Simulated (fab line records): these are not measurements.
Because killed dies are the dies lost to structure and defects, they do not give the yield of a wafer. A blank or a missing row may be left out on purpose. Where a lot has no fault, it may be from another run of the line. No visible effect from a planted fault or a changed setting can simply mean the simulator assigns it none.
Chamber matching -- flow n5Finfet -- 4 sister chambers for N5_MOL_CONTACT_COAG_ETCH_106 on rieDiel-01
The step etches SOC in N2/H2, target depth 80 nm, overetch 16 nm, time 120 s. 4 wafers are shown with their chamber, then 11 later ones without.

## WAFERS WITH THEIR CHAMBER
wafer,chamber,drypumpMotorCurrentA (A)
L084.1,3,5.4
L089.3,1,5.3
L089.4,0,6.4
L093.1,2,5.0

## WAFERS WITH NO CHAMBER GIVEN
wafer,drypumpMotorCurrentA (A)
L093.2,5.3
L093.4,5.2
L095.1,5.4
L095.2,4.9
L095.3,5.2
L095.4,6.4
L095.5,5.2
L095.6,4.9
L096.2,5.0
L096.3,5.2
L096.4,5.3

## CHAMBER TAKEN BY EACH
wafer,from the rows above,in truth
L093.2,can't be placed: 1 or 3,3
L093.4,can't be placed: 1 or 2 or 3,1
L095.1,can't be placed: 3 or 1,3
L095.2,2,2
L095.3,can't be placed: 1 or 2 or 3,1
L095.4,0,0
L095.5,can't be placed: 1 or 2 or 3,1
L095.6,2,2
L096.2,2,2
L096.3,can't be placed: 1 or 2 or 3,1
L096.4,can't be placed: 1 or 3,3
4 of 11 placed correctly. From these rows, 7 cannot be placed; in 7 the true chamber is one of the candidates. Number placed wrongly: 0.
How it was worked out, from the rows above alone: a wafer's distance from a chamber is the root of the sum, over the readings, of the square of ((its reading less the chamber's mean) divided by the reading's scatter). The wafer belongs to the nearest chamber; if the next one is less than 2 further off, it can't be placed. For every chamber, the mean is computed from those of its wafers that are shown. The scatter: root of mean squared gap, hidden wafer to nearest shown wafer, with one shown wafer a chamber.
